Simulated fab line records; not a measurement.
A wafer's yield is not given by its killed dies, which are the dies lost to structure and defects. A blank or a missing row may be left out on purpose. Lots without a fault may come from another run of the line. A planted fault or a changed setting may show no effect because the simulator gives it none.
What tool caused it? / flow nand_harc / 6 lots with 18 wafers sampled at 2 steps, on a route of 1159 steps

## WHAT THE GAUGES READ, wafer by wafer
NHARC_P_M0_INSPECT_27.
lot=L506; measured=day 6 09:11; on=defect_inspect-01; raw_defect_count=221 369 197
lot=L515; measured=day 8 09:32; on=defect_inspect-02; raw_defect_count=286 243 182
lot=L517; measured=day 9 03:50; on=defect_inspect-02; raw_defect_count=272 304 282
lot=L522; measured=day 10 10:55; on=defect_inspect-01; raw_defect_count=300 596 647
lot=L524; measured=day 10 14:46; on=defect_inspect-01; raw_defect_count=409 394 326
lot=L528; measured=day 11 19:23; on=defect_inspect-01; raw_defect_count=502 254 306

## WHICH TOOL RAN EACH LOT (tool, then ch and the chambers of the sampled wafers, then the start)
lot=L506; NHARC_P_M0_PRE_CLEAN_29=pvd_sputter-02, day 6 09:11 or earlier
lot=L515; NHARC_P_M0_PRE_CLEAN_29=pvd_sputter-01, day 8 09:32 or earlier
lot=L517; NHARC_P_M0_PRE_CLEAN_29=pvd_sputter-01, day 9 03:50 or earlier
lot=L522; NHARC_P_M0_PRE_CLEAN_29=pvd_sputter-01, day 10 10:55 or earlier
lot=L524; NHARC_P_M0_PRE_CLEAN_29=pvd_sputter-01, day 10 14:46 or earlier
lot=L528; NHARC_P_M0_PRE_CLEAN_29=pvd_sputter-03, day 11 19:23 or earlier
- NHARC_P_M0_PRE_CLEAN_29: time 30 s.

## THE ANSWER, worked out from the rows above alone
Rule: the usual values come from the lots themselves. The widest of any qualifying gaps counts: lots, ordered by their means at a reading, are off when they make up no more than a third of the lots, leave a main group of 4 or more, and stand apart from it by 3 or more times the standard deviation of that group's means. The tables above print the reading to a certain number of digits; a main group whose means all agree to those digits is not used. Also off: a lot with no number at a reading for which 4 or more lots have one. Where the step has rows for the other lots, those lots are counted as sound.
None of the lots is off at any reading shown; this tells nothing.

## WHAT THE SIMULATOR PUT IN
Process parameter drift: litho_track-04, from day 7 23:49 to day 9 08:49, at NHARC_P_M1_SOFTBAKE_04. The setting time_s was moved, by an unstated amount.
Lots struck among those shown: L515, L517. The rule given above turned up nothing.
